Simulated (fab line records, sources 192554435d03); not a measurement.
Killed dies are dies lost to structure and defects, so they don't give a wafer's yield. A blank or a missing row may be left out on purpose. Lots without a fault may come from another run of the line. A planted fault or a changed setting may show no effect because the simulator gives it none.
Split-lot experiment | flow n5_finfet | 7 lots, 39 wafers read, on a route of 1938 steps

THE SPLIT
At N5_SD_EPI_N_ETCH_45 (etches SiOCN in CH3F/O2, target depth 6 nm), the setting target_depth_a was moved away from the recipe's 60 angstrom on 15 of the 39 wafers read, by -11.7% to +6.0%. The other wafers ran this setting at the recipe's value.

The reading is taken at the split's own step.

THE READING
etch.depth_nm (the simulator's own value, which no gauge read), in nm, at N5_SD_EPI_N_ETCH_45 (etches SiOCN in CH3F/O2, target depth 6 nm). The file gives no usual value for it. The 24 wafers here that ran the recipe average 5.952 nm, standard deviation 0.12 nm.

wafer  | tool, chamber at the split | target_depth_a as run, angstrom | against the recipe | etch.depth_nm, nm | against lot-mates on the recipe
L074.1 | rie_diel-06, 0             | 60                              | recipe             | 5.783             | -
L074.2 | rie_diel-06, 1             | 62.74                           | +4.6%              | 6.233             | +0.382
L074.3 | rie_diel-06, 3             | 60                              | recipe             | 5.898             | -
L074.4 | rie_diel-06, 0             | 62.74                           | +4.6%              | 6.075             | +0.224
L074.5 | rie_diel-06, 3             | 60                              | recipe             | 5.873             | -
L074.6 | rie_diel-06, 1             | 62.74                           | +4.6%              | 6.219             | +0.368
L076.1 | rie_diel-05, 1             | 60                              | recipe             | 5.842             | -
L076.2 | rie_diel-05, 0             | 60                              | recipe             | 6.236             | -
L076.3 | rie_diel-05, 3             | 53.17                           | -11.4%             | 5.267             | -0.746
L076.4 | rie_diel-05, 2             | 60                              | recipe             | 5.961             | -
L076.5 | rie_diel-05, 3             | 53.17                           | -11.4%             | 5.264             | -0.749
L076.6 | rie_diel-05, 0             | 53.17                           | -11.4%             | 5.583             | -0.430
L077.1 | rie_diel-05, 0             | 52.99                           | -11.7%             | 5.579             | -0.349
L077.2 | rie_diel-05, 2             | 60                              | recipe             | 5.964             | -
L077.3 | rie_diel-05, 3             | 60                              | recipe             | 5.942             | -
L077.4 | rie_diel-05, 1             | 52.99                           | -11.7%             | 5.197             | -0.731
L077.5 | rie_diel-05, 1             | 52.99                           | -11.7%             | 5.188             | -0.740
L077.6 | rie_diel-05, 2             | 60                              | recipe             | 5.879             | -
L083.1 | rie_diel-06, 1             | 55.32                           | -7.8%              | 5.491             | -0.357
L083.2 | rie_diel-06, 2             | 55.32                           | -7.8%              | 5.338             | -0.510
L083.3 | rie_diel-06, 3             | 60                              | recipe             | 5.88              | -
L083.4 | rie_diel-06, 0             | 55.32                           | -7.8%              | 5.348             | -0.500
L083.5 | rie_diel-06, 2             | 60                              | recipe             | 5.784             | -
L083.6 | rie_diel-06, 3             | 60                              | recipe             | 5.881             | -
L082.1 | rie_diel-05, 0             | 60                              | recipe             | 6.296             | -
L082.4 | rie_diel-05, 1             | 60                              | recipe             | 5.954             | -
L082.5 | rie_diel-05, 2             | 60                              | recipe             | 5.983             | -
L085.1 | rie_diel-05, 2             | 60                              | recipe             | 5.917             | -
L085.2 | rie_diel-05, 3             | 60                              | recipe             | 5.889             | -
L085.3 | rie_diel-05, 0             | 60                              | recipe             | 6.162             | -
L085.4 | rie_diel-05, 1             | 60                              | recipe             | 5.952             | -
L085.5 | rie_diel-05, 3             | 60                              | recipe             | 5.92              | -
L085.6 | rie_diel-05, 2             | 60                              | recipe             | 5.885             | -
L091.1 | rie_diel-02, 1             | 60                              | recipe             | 6.017             | -
L091.2 | rie_diel-02, 3             | 63.62                           | +6.0%              | 6.425             | +0.432
L091.3 | rie_diel-02, 0             | 63.62                           | +6.0%              | 6.481             | +0.488
L091.4 | rie_diel-02, 2             | 60                              | recipe             | 5.936             | -
L091.5 | rie_diel-02, 1             | 60                              | recipe             | 6.025             | -
L091.6 | rie_diel-02, 2             | 63.62                           | +6.0%              | 6.313             | +0.320

THE FIT
A straight line over all 39 wafers: etch.depth_nm changes by +0.0579 nm for each +1% of target_depth_a; r = +0.92; the points scatter about the line by 0.13 nm.
The same after taking each lot's own level away (the mean of its wafers on the recipe; 39 wafers): +0.0579 nm for each +1%; r = +0.94; scatter 0.11 nm.
On that fit, the largest move of target_depth_a shifts the reading by 0.68 nm.
The lots' own levels span 5.8483 to 6.0777 nm, that is 1.9 times the standard deviation above.
So the lot-to-lot level changes the slope little: the two slopes agree.
Check: with one of the wafers moved furthest among these (-11.7%) left out of the fit, the line predicts -0.704 nm for it against its lot-mates. It came out at -0.349 nm against them.

OTHER SPLITS ON THESE WAFERS
These wafers also went through other splits before the reading. Each is held against what the fit with the lots' levels taken away leaves over:
other split on the same wafers        | wafers away from the commonest value | r with etch.depth_nm (lot level and that fit taken away)
N5_WELL_APT_EXPOSE_22 dose_mj         | 15                                   | -0.02
N5_FIN_SAQP_SPACER1_ALD_24 ald_cycles | 15                                   | -0.03
N5_FIN_CUT_EXPOSE_05 dose_mj          | 12                                   | +0.14
N5_DUMMY_GATE_ETCH_42 bias_w          | 15                                   | +0.06

THE FILE'S OWN FIT
etch.depth_nm changes by +0.0571 nm for each +1% of target_depth_a, r = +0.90.
